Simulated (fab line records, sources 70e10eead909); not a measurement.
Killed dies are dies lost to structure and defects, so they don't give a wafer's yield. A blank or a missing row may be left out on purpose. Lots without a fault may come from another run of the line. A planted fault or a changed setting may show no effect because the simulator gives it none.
Chamber matching | flow nand_harc | NHARC_P_M1_PRE_CLEAN_32 on pecvd-03: 3 sister chambers
The step time 12 s. 6 wafers are shown with their chamber, then 8 later ones without.

WAFERS WITH THEIR CHAMBER
wafer  | chamber | heater_power_w (W)
L857.4 | 2       | 685
L862.4 | 1       | 519
L863.1 | 2       | 676
L863.3 | 0       | 595
L863.4 | 1       | 534
L868.2 | 0       | 611

WAFERS WITHOUT THEIR CHAMBER
wafer  | heater_power_w (W)
L868.3 | 647
L868.6 | 538
L871.1 | 556
L871.3 | 557
L871.6 | 629
L872.2 | 690
L872.5 | 616
L872.6 | 723

WHICH CHAMBER EACH WENT THROUGH
wafer  | from the rows above     | in truth
L868.3 | can't be placed: 2 or 0 | 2
L868.6 | 1                       | 1
L871.1 | can't be placed: 1 or 0 | 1
L871.3 | can't be placed: 1 or 0 | 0
L871.6 | 0                       | 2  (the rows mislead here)
L872.2 | 2                       | 2
L872.5 | 0                       | 0
L872.6 | 2                       | 2
Placed correctly: 4 of 8. Can't be placed from these rows: 3 (the true chamber is among the candidates in 3). Placed wrongly: 1.
How it was worked out, from the rows above alone: a wafer's distance from a chamber is the root of the sum, over the readings, of the square of ((its reading less the chamber's mean) divided by the reading's scatter). The wafer belongs to the nearest chamber; if the next one is less than 2 further off, it can't be placed. A chamber's mean is the mean of its shown wafers. The scatter: the root of (the sum of the squares of (reading less its chamber's mean) over the shown wafers, divided by (wafers less chambers)).
